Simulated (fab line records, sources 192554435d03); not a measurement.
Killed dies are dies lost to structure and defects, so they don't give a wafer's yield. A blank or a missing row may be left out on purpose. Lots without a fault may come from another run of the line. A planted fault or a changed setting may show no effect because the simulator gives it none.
Chamber matching | flow n5_finfet | N5_DUMMY_GATE_HM_OPEN_21 on rie_diel-02: 4 sister chambers
The step chemistry CH3F/O2, target SiNx, target depth 120 nm, time 171.4 s. 4 wafers are shown with their chamber, then 9 later ones without.

WAFERS WITH THEIR CHAMBER
wafer  | chamber | showerhead_plenum_p_Torr (Torr)
L081.2 | 3       | 1.92
L082.1 | 1       | 2.02
L082.4 | 2       | 2.01
L082.5 | 0       | 2.09

WAFERS WITHOUT THEIR CHAMBER
wafer  | showerhead_plenum_p_Torr (Torr)
L083.1 | 2.02
L083.5 | 1.92
L083.6 | 2.01
L090.1 | 2.00
L090.4 | 2.08
L090.5 | 2.02
L097.1 | 2.02
L097.2 | 2.00
L097.5 | 2.08

WHICH CHAMBER EACH WENT THROUGH
wafer  | from the rows above     | in truth
L083.1 | can't be placed: 1 or 2 | 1
L083.5 | 3                       | 3
L083.6 | can't be placed: 2 or 1 | 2
L090.1 | can't be placed: 2 or 1 | 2
L090.4 | 0                       | 0
L090.5 | can't be placed: 1 or 2 | 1
L097.1 | can't be placed: 1 or 2 | 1
L097.2 | can't be placed: 2 or 1 | 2
L097.5 | 0                       | 0
Placed correctly: 3 of 9. Can't be placed from these rows: 6 (the true chamber is among the candidates in 6). Placed wrongly: 0.
How it was worked out, from the rows above alone: a wafer's distance from a chamber is the root of the sum, over the readings, of the square of ((its reading less the chamber's mean) divided by the reading's scatter). The wafer belongs to the nearest chamber; if the next one is less than 2 further off, it can't be placed. A chamber's mean is the mean of its shown wafers. The scatter: with one shown wafer a chamber, the root of the mean of the squares of how far each hidden wafer lies from its nearest shown one.
